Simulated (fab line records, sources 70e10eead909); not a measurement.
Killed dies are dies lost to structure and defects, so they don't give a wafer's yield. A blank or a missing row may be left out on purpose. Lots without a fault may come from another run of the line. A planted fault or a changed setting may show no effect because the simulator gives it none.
Which tool did it? | flow nand_harc | 13 lots, 39 wafers sampled, at 5 steps of a route of 1302

WHAT THE GAUGES READ, wafer by wafer
NHARC_P_GATE_INSPECT_68. Usual: raw_defect_count 221, standard deviation 85.
lot  | measured     | on                | raw_defect_count | flag
L607 | day 6 10:34  | defect_inspect-01 | 336 109 352      |
L608 | day 7 00:37  | defect_inspect-01 | 160 154 159      |
L609 | day 7 01:20  | defect_inspect-01 | 256 263 271      |
L610 | day 7 15:53  | defect_inspect-01 | 175 114 162      |
L612 | day 8 09:23  | defect_inspect-01 | 229 154 151      |
L613 | day 9 02:20  | defect_inspect-01 | 182 121 189      |
L614 | day 9 03:04  | defect_inspect-01 | 389 264 222      |
L616 | day 9 19:20  | defect_inspect-01 | 259 158 239      |
L615 | day 9 19:58  | defect_inspect-02 | 157 436 229      |
L623 | day 13 01:30 | defect_inspect-02 | 227 288 386      |
L624 | day 13 06:17 | defect_inspect-02 | 263 227 214      |
L625 | day 14 03:49 | defect_inspect-02 | 174 113 156      |
L626 | day 14 10:07 | defect_inspect-01 | 260 159 134      |

NHARC_P_CONTACT_OVL_MEAS_13. Usual: overlay_x_nm 0.0 nm, standard deviation 0.79; overlay_y_nm -0.1 nm, standard deviation 0.77.
lot  | measured     | on         | overlay_x_nm (nm) | overlay_y_nm (nm) | flag
L607 | day 6 12:16  | overlay-01 | 0.8 0.5 0.3       | -0.3 -0.3 -0.1    |
L608 | day 7 02:19  | overlay-01 | 0.7 0.5 0.7       | 1.4 1.0 1.3       |
L609 | day 7 03:01  | overlay-01 | 1.0 1.7 1.9       | -2.0 -1.4 -1.8    |
L610 | day 7 17:35  | overlay-02 | -0.1 0.0 -0.3     | 0.7 0.8 0.7       |
L612 | day 8 10:58  | overlay-02 | 0.1 0.9 0.3       | -0.7 -0.3 -0.1    |
L613 | day 9 04:01  | overlay-02 | -0.2 -0.5 -0.4    | 0.9 1.1 1.2       |
L614 | day 9 04:46  | overlay-02 | -0.2 0.1 0.2      | -0.7 -0.6 -1.0    |
L616 | day 9 20:55  | overlay-01 | 1.1 0.8 0.8       | -0.6 -0.1 -0.6    |
L615 | day 9 21:32  | overlay-02 | 0.6 0.2 -0.1      | -1.3 -1.3 -1.5    |
L623 | day 13 03:04 | overlay-01 | 0.4 0.3 0.4       | 0.1 0.5 0.1       |
L624 | day 13 07:59 | overlay-01 | 0.7 1.0 0.6       | -0.7 -1.7 -1.8    |
L625 | day 14 05:23 | overlay-02 | -1.4 -1.2 -1.3    | 0.1 -0.4 0.0      |
L626 | day 14 11:49 | overlay-02 | -0.6 -0.1 -0.7    | 0.3 0.3 0.5       |

NHARC_END_SORT_01. Usual: killed_at_array 59, standard deviation 20; killed_at_other 0.8, standard deviation 1; killed_at_periphery 3.2, standard deviation 2.1; killed_dies 63, standard deviation 21; killed_open 3.0, standard deviation 1.9; killed_short 2.3, standard deviation 1.5.
lot  | measured     | on        | killed_at_array | killed_at_other | killed_at_periphery | killed_dies | killed_open | killed_short | flag
L608 | day 25 21:34 | prober-01 | 81 82 78        | 4 5 2           | 0 2 2               | 85 89 82    | 5 6 3       | 5 3 2        |
L612 | day 27 13:29 | prober-01 | 59 68 74        | 0 0 0           | 2 1 3               | 61 69 77    | 3 1 3       | 2 1 4        |
L615 | day 28 15:27 | prober-02 | 78 84 72        | 3 0 1           | 4 1 4               | 85 85 77    | 4 2 5       | 2 2 7        |

WHICH TOOL RAN EACH LOT (tool, then ch and the chambers of the sampled wafers, then the start)
lot  | NHARC_P_CONTACT_CMP_01        | NHARC_P_CONTACT_SOFTBAKE_07
L607 | cmp-02 ch 0,1,2, day 6 11:23  | litho_track-04 ch 0, day 6 11:00
L608 | cmp-02 ch 1,3, day 7 01:23    | litho_track-06 ch 0, day 7 01:00
L609 | cmp-01 ch 1,2, day 7 02:06    | litho_track-01 ch 0, day 7 02:00
L610 | cmp-02 ch 0,3, day 7 16:41    | litho_track-06 ch 0, day 7 17:00
L612 | cmp-01 ch 0,2,3, day 8 10:10  | litho_track-01 ch 0, day 8 10:00
L613 | cmp-01 ch 1,2,3, day 9 03:08  | litho_track-01 ch 0, day 9 03:00
L614 | cmp-02 ch 1,2,3, day 9 03:50  | litho_track-01 ch 0, day 9 04:00
L616 | cmp-01 ch 0,1,2, day 9 20:11  | litho_track-01 ch 0, day 9 20:00
L615 | cmp-01 ch 1,2,3, day 9 20:44  | litho_track-06 ch 0, day 9 21:00
L623 | cmp-03 ch 0,2,3, day 13 02:20 | litho_track-01 ch 0, day 13 02:00
L624 | cmp-01 ch 0,2, day 13 07:04   | litho_track-06 ch 0, day 13 07:00
L625 | cmp-01 ch 0,1,3, day 14 04:40 | litho_track-06 ch 0, day 14 04:00
L626 | cmp-02 ch 1,2,3, day 14 10:53 | litho_track-01 ch 0, day 14 11:00
- NHARC_P_CONTACT_CMP_01: polishes SiO2, target thk 200 nm.
- NHARC_P_CONTACT_SOFTBAKE_07: time 55 s.

WHAT THE TOOLS THEMSELVES READ (means of the sampled wafers that have a number; where no wafer has one, the mark that the record gives instead)
NHARC_P_CONTACT_CMP_01. Usual: motor_current_A 11.8 A, standard deviation 0.82.
lot  | tool   | motor_current_A (A) | flag
L607 | cmp-02 | 11.8                |
L608 | cmp-02 | 12.5                |
L609 | cmp-01 | 11.0                |
L610 | cmp-02 | 12.4                |
L612 | cmp-01 | 11.8                |
L613 | cmp-01 | 11.5                |
L614 | cmp-02 | 11.7                |
L616 | cmp-01 | 11.5                |
L615 | cmp-01 | 11.5                |
L623 | cmp-03 | 12.0                |
L624 | cmp-01 | 11.8                |
L625 | cmp-01 | 11.6                |
L626 | cmp-02 | 12.3                |

NHARC_P_CONTACT_SOFTBAKE_07. Usual: chill_plate_temp_C 22.98 C, standard deviation 0.11; heater_power_total_W 188.45 W, standard deviation 0.14; plate_temp_C 104.98 C, standard deviation 0.13.
lot  | tool           | chill_plate_temp_C (C) | heater_power_total_W (W) | plate_temp_C (C) | flag
L607 | litho_track-04 | 22.85                  | 188.48                   | 105.03           |
L608 | litho_track-06 | 22.91                  | 188.50                   | 104.98           |
L609 | litho_track-01 | 22.97                  | 188.48                   | 105.02           |
L610 | litho_track-06 | 23.14                  | 188.47                   | 104.90           |
L612 | litho_track-01 | 22.95                  | 188.39                   | 105.11           |
L613 | litho_track-01 | 22.82                  | 188.46                   | 104.87           |
L614 | litho_track-01 | 23.01                  | 222.70                   | -                | OFF
L616 | litho_track-01 | 23.02                  | 222.53                   | -                | OFF
L615 | litho_track-06 | 23.00                  | 188.36                   | 104.88           |
L623 | litho_track-01 | 23.07                  | 188.44                   | 105.01           |
L624 | litho_track-06 | 23.10                  | 188.45                   | 104.90           |
L625 | litho_track-06 | 23.05                  | 188.43                   | 105.00           |
L626 | litho_track-01 | 22.97                  | 188.53                   | 104.82           |

THE ANSWER, worked out from the rows above alone
Rule: a lot is off if the mean of its wafers that have a number lies more than 3 standard deviations from the usual mean. A lot without any number at a reading at which 4 lots or more have one is off too. The other lots that the step has rows for count as sound. The gauges are gone through in route order, then the tools' own readings, and for those a lot's mean is taken as printed above. The first step at which some lot is off is used, and at that step the reading that is off furthest; a lot without a number counts as furthest.
Off: L614, L616, at NHARC_P_CONTACT_SOFTBAKE_07 (plate_temp_C). Without a number there: L614, L616.
A tool fits if, at that step or a process step before it, it ran every lot that is off, and no sound lot after the first of them. None of those tried fits.

WHAT THE SIMULATOR HAD PUT IN
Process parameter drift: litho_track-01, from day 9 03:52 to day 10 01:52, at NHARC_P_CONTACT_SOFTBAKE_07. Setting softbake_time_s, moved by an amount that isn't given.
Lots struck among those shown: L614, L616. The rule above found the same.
